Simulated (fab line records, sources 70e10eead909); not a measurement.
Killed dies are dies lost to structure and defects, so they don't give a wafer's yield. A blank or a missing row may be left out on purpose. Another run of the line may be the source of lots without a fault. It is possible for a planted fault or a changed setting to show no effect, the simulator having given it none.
Which of the tools did it? / flow nand harc / 33 wafers from 11 lots sampled at 5 of the route's 1159 steps

## WHAT THE GAUGES READ, wafer by wafer
NHARC_A_BONDPAD_INSPECT_23. Usual: raw defect count reads 435 (standard deviation 110).
lot=L571; measured=day 18 15:20; on=defect inspect-02; raw defect count=413 358 408; flag=
lot=L570; measured=day 18 18:55; on=defect inspect-01; raw defect count=342 595 351; flag=
lot=L569; measured=day 19 02:49; on=defect inspect-01; raw defect count=386 369 351; flag=
lot=L572; measured=day 19 02:59; on=defect inspect-02; raw defect count=304 359 399; flag=
lot=L575; measured=day 19 10:37; on=defect inspect-01; raw defect count=342 407 335; flag=
lot=L577; measured=day 20 01:41; on=defect inspect-02; raw defect count=345 267 433; flag=
lot=L579; measured=day 20 05:47; on=defect inspect-02; raw defect count=381 748 408; flag=
lot=L576; measured=day 20 07:25; on=defect inspect-01; raw defect count=326 348 383; flag=
lot=L582; measured=day 21 12:52; on=defect inspect-02; raw defect count=599 564 541; flag=
lot=L581; measured=day 21 20:24; on=defect inspect-01; raw defect count=452 306 303; flag=
lot=L583; measured=day 22 03:07; on=defect inspect-02; raw defect count=574 755 555; flag=

NHARC_END_SORT_01. Usual: defect limited yield 95.4 %, standard deviation 1.4; killed at array 27, standard deviation 9.3; killed at other 0.9, standard deviation 1.3; killed at periphery 3.6, standard deviation 2.7; killed dies 31, standard deviation 9.7; killed open 3.3, standard deviation 1.8; killed short 2.0, standard deviation 1.5; sort_bin_2_pct 1.4 %, standard deviation 0.63; sort_bin_3_pct 0.25 %, standard deviation 0.21; sort_bin_4_pct 2.9 %, standard deviation 0.93; sort n pass 646, standard deviation 9.7; sort rim yield pct 95 %, standard deviation 3.1; sort yield pct 95.4 %, standard deviation 1.4.
lot=L581; measured=day 23 03:10; on=prober-02; defect limited yield (%)=94.7 95.7 95.4; killed at array=31 28 29; killed at other=1 0 1; killed at periphery=4 1 1; killed dies=36 29 31; killed open=4 6 1; killed short=2 0 3; sort_bin_2_pct (%)=1.5 1.5 1.3; sort_bin_3_pct (%)=0 0.15 0.30; sort_bin_4_pct (%)=3.8 2.7 3.0; sort n pass=641 648 646; sort rim yield pct (%)=95 96 97; sort yield pct (%)=94.7 95.7 95.4; flag=
lot=L583; measured=day 23 08:03; on=prober-01; defect limited yield (%)=95.9; killed at array=22; killed at other=2; killed at periphery=4; killed dies=28; killed open=5; killed short=1; sort_bin_2_pct (%)=0.9; sort_bin_3_pct (%)=0.59; sort_bin_4_pct (%)=2.7; sort n pass=649; sort rim yield pct (%)=93; sort yield pct (%)=95.9; flag=

## WHICH TOOL RAN EACH LOT (tool, then ch and the chambers of the sampled wafers, then the start)
lot=L571; NHARC_THIN_TSV_CMP_01=cmp-04 ch 1,2,3, day 19 05:49; NHARC_THIN_TSV_ETCH_59=rie metal-02 ch 0,1, day 19 13:20; NHARC_THIN_TSV_ANNEAL_58=furnace-02 ch 0, day 19 16:00
lot=L570; NHARC_THIN_TSV_CMP_01=cmp-04 ch 0,1,3, day 19 07:00; NHARC_THIN_TSV_ETCH_59=rie metal-03 ch 0,1, day 19 14:44; NHARC_THIN_TSV_ANNEAL_58=furnace-02 ch 0, day 19 16:00
lot=L569; NHARC_THIN_TSV_CMP_01=cmp-02 ch 0,1,2, day 19 15:13; NHARC_THIN_TSV_ETCH_59=rie metal-02 ch 0,1, day 19 23:07; NHARC_THIN_TSV_ANNEAL_58=furnace-06 ch 0, day 20 03:16
lot=L572; NHARC_THIN_TSV_CMP_01=cmp-04 ch 1,2,3, day 19 16:23; NHARC_THIN_TSV_ETCH_59=rie metal-01 ch 0,1, day 20 00:23; NHARC_THIN_TSV_ANNEAL_58=furnace-06 ch 0, day 20 03:16
lot=L575; NHARC_THIN_TSV_CMP_01=cmp-01 ch 0,1, day 19 21:52; NHARC_THIN_TSV_ETCH_59=rie metal-02 ch 0,1, day 20 05:26; NHARC_THIN_TSV_ANNEAL_58=furnace-02 ch 0, day 20 09:38
lot=L577; NHARC_THIN_TSV_CMP_01=cmp-02 ch 0,1,2, day 20 14:13; NHARC_THIN_TSV_ETCH_59=rie metal-02 ch 0,1, day 20 21:41; NHARC_THIN_TSV_ANNEAL_58=furnace-05 ch 0, day 21 03:25
lot=L579; NHARC_THIN_TSV_CMP_01=cmp-02 ch 1,2,3, day 20 15:24; NHARC_THIN_TSV_ETCH_59=rie metal-03 ch 0,1, day 20 23:05; NHARC_THIN_TSV_ANNEAL_58=furnace-05 ch 0, day 21 03:25
lot=L576; NHARC_THIN_TSV_CMP_01=cmp-04 ch 1,2,3, day 20 20:39; NHARC_THIN_TSV_ETCH_59=rie metal-01 ch 0,1, day 21 04:02; NHARC_THIN_TSV_ANNEAL_58=furnace-06 ch 0, day 21 08:17
lot=L582; NHARC_THIN_TSV_CMP_01=cmp-04 ch 1,2, day 22 02:01; NHARC_THIN_TSV_ETCH_59=rie metal-03 ch 0, day 22 09:45; NHARC_THIN_TSV_ANNEAL_58=furnace-02 ch 0, day 22 16:32
lot=L581; NHARC_THIN_TSV_CMP_01=cmp-04 ch 0,1, day 22 11:54; NHARC_THIN_TSV_ETCH_59=rie metal-02 ch 0,1, day 22 19:29; NHARC_THIN_TSV_ANNEAL_58=furnace-06 ch 0, day 22 22:41
lot=L583; NHARC_THIN_TSV_CMP_01=cmp-04 ch 1,2, day 22 10:42; NHARC_THIN_TSV_ETCH_59=rie metal-01 ch 0,1, day 22 18:31; NHARC_THIN_TSV_ANNEAL_58=furnace-06 ch 0, day 22 22:41
- NHARC_THIN_TSV_CMP_01: polishes.
- NHARC_THIN_TSV_ETCH_59: etches the open film in Cl2/BCl3, target depth 880 nm, time 138.1 s.
- NHARC_THIN_TSV_ANNEAL_58: time 1800 s.

## WHAT THE TOOLS THEMSELVES READ (means of the sampled wafers that have a number; where no wafer has one, the mark that the record gives instead)
NHARC_THIN_TSV_CMP_01. Usual: motor current A reads 12.2 A (standard deviation 1.5).
lot=L571; tool=cmp-04; motor current A (A)=11.9; flag=
lot=L570; tool=cmp-04; motor current A (A)=11.4; flag=
lot=L569; tool=cmp-02; motor current A (A)=13.4; flag=
lot=L572; tool=cmp-04; motor current A (A)=12.4; flag=
lot=L575; tool=cmp-01; motor current A (A)=12.9; flag=
lot=L577; tool=cmp-02; motor current A (A)=13.1; flag=
lot=L579; tool=cmp-02; motor current A (A)=12.0; flag=
lot=L576; tool=cmp-04; motor current A (A)=12.2; flag=
lot=L582; tool=cmp-04; motor current A (A)=11.0; flag=
lot=L581; tool=cmp-04; motor current A (A)=11.9; flag=
lot=L583; tool=cmp-04; motor current A (A)=11.0; flag=

NHARC_THIN_TSV_ETCH_59. Usual: drypump motor current A 5.7 A, standard deviation 0.4; oes product au 1.002 a.u., standard deviation 0.0073; throttle valve pct 22.265 %, standard deviation 0.0085.
lot=L571; tool=rie metal-02; drypump motor current A (A)=5.6; oes product au (a.u.)=1.015; throttle valve pct (%)=22.262; flag=
lot=L570; tool=rie metal-03; drypump motor current A (A)=5.4; oes product au (a.u.)=0.998; throttle valve pct (%)=22.260; flag=
lot=L569; tool=rie metal-02; drypump motor current A (A)=5.6; oes product au (a.u.)=1.001; throttle valve pct (%)=22.262; flag=
lot=L572; tool=rie metal-01; drypump motor current A (A)=5.9; oes product au (a.u.)=1.006; throttle valve pct (%)=22.270; flag=
lot=L575; tool=rie metal-02; drypump motor current A (A)=5.8; oes product au (a.u.)=1.003; throttle valve pct (%)=22.256; flag=
lot=L577; tool=rie metal-02; drypump motor current A (A)=5.8; oes product au (a.u.)=1.010; throttle valve pct (%)=22.269; flag=
lot=L579; tool=rie metal-03; drypump motor current A (A)=5.4; oes product au (a.u.)=0.997; throttle valve pct (%)=22.274; flag=
lot=L576; tool=rie metal-01; drypump motor current A (A)=5.9; oes product au (a.u.)=0.994; throttle valve pct (%)=22.263; flag=
lot=L582; tool=rie metal-03; drypump motor current A (A)=5.0; oes product au (a.u.)=1.007; throttle valve pct (%)=22.255; flag=
lot=L581; tool=rie metal-02; drypump motor current A (A)=5.8; oes product au (a.u.)=1.004; throttle valve pct (%)=22.261; flag=
lot=L583; tool=rie metal-01; drypump motor current A (A)=5.5; oes product au (a.u.)=0.997; throttle valve pct (%)=22.265; flag=

NHARC_THIN_TSV_ANNEAL_58. Usual: spike tc bottom C 424.3 C, standard deviation 1.6; spike tc centre C 400.8 C, standard deviation 1.4; spike tc lower C 400.9 C, standard deviation 0.97; spike tc top C 429.9 C, standard deviation 1.9; spike tc upper C 399.8 C, standard deviation 1.3; zone power centre pct 4.69 %, standard deviation 0.22; zone power lower pct 4.57 %, standard deviation 0.1; zone power top pct 11.1 %, standard deviation 0.48.
lot=L571; tool=furnace-02; spike tc bottom C (C)=424.8; spike tc centre C (C)=402.1; spike tc lower C (C)=400.7; spike tc top C (C)=429.6; spike tc upper C (C)=399.9; zone power centre pct (%)=4.80; zone power lower pct (%)=4.66; zone power top pct (%)=11.6; flag=
lot=L570; tool=furnace-02; spike tc bottom C (C)=425.4; spike tc centre C (C)=401.9; spike tc lower C (C)=400.9; spike tc top C (C)=429.8; spike tc upper C (C)=399.5; zone power centre pct (%)=4.78; zone power lower pct (%)=4.71; zone power top pct (%)=11.7; flag=
lot=L569; tool=furnace-06; spike tc bottom C (C)=423.8; spike tc centre C (C)=400.5; spike tc lower C (C)=401.5; spike tc top C (C)=431.6; spike tc upper C (C)=400.0; zone power centre pct (%)=4.85; zone power lower pct (%)=4.46; zone power top pct (%)=11.0; flag=
lot=L572; tool=furnace-06; spike tc bottom C (C)=422.6; spike tc centre C (C)=399.1; spike tc lower C (C)=401.2; spike tc top C (C)=430.5; spike tc upper C (C)=400.6; zone power centre pct (%)=4.81; zone power lower pct (%)=4.50; zone power top pct (%)=10.9; flag=
lot=L575; tool=furnace-02; spike tc bottom C (C)=426.3; spike tc centre C (C)=400.6; spike tc lower C (C)=400.2; spike tc top C (C)=429.3; spike tc upper C (C)=398.4; zone power centre pct (%)=4.73; zone power lower pct (%)=4.69; zone power top pct (%)=11.6; flag=
lot=L577; tool=furnace-05; spike tc bottom C (C)=425.9; spike tc centre C (C)=402.0; spike tc lower C (C)=400.2; spike tc top C (C)=426.5; spike tc upper C (C)=397.8; zone power centre pct (%)=4.21; zone power lower pct (%)=4.50; zone power top pct (%)=10.2; flag=
lot=L579; tool=furnace-05; spike tc bottom C (C)=425.9; spike tc centre C (C)=401.4; spike tc lower C (C)=400.9; spike tc top C (C)=426.7; spike tc upper C (C)=398.2; zone power centre pct (%)=4.19; zone power lower pct (%)=4.54; zone power top pct (%)=10.3; flag=
lot=L576; tool=furnace-06; spike tc bottom C (C)=423.5; spike tc centre C (C)=398.8; spike tc lower C (C)=400.7; spike tc top C (C)=431.8; spike tc upper C (C)=400.8; zone power centre pct (%)=4.78; zone power lower pct (%)=4.52; zone power top pct (%)=10.9; flag=
lot=L582; tool=furnace-02; spike tc bottom C (C)=426.0; spike tc centre C (C)=401.7; spike tc lower C (C)=401.7; spike tc top C (C)=430.0; spike tc upper C (C)=399.3; zone power centre pct (%)=4.77; zone power lower pct (%)=4.65; zone power top pct (%)=11.7; flag=
lot=L581; tool=furnace-06; spike tc bottom C (C)=447.2; spike tc centre C (C)=423.8; spike tc lower C (C)=425.8; spike tc top C (C)=454.3; spike tc upper C (C)=424.5; zone power centre pct (%)=5.25; zone power lower pct (%)=4.92; zone power top pct (%)=11.9; flag=OFF
lot=L583; tool=furnace-06; spike tc bottom C (C)=446.8; spike tc centre C (C)=424.3; spike tc lower C (C)=425.1; spike tc top C (C)=453.8; spike tc upper C (C)=425.8; zone power centre pct (%)=5.24; zone power lower pct (%)=5.01; zone power top pct (%)=11.9; flag=OFF

## THE ANSWER, worked out from the rows above alone
Rule: a lot counts as off when the mean over its wafers that have a number is more than 3 standard deviations away from the usual mean. Also off: a lot with no number at a reading for which 4 or more lots have one. All remaining lots with rows at the step are treated as sound. After the gauges, taken in route order, come the tools' own readings; for these a lot's mean is taken, as printed above. At the first step where some lot is off, the reading lying furthest off is the one used; lots without a number count as furthest.
Off, at NHARC_THIN_TSV_ANNEAL_58 on spike tc lower C: L581, L583.
If a tool, at that step or one of the process steps before it, ran each lot that is off and ran no sound lot following the first of them, it fits. This does not decide it: 2 tools fit, namely cmp-04 at NHARC_THIN_TSV_CMP_01 and furnace-06 at NHARC_THIN_TSV_ANNEAL_58.

## WHAT THE SIMULATOR HAD INSERTED
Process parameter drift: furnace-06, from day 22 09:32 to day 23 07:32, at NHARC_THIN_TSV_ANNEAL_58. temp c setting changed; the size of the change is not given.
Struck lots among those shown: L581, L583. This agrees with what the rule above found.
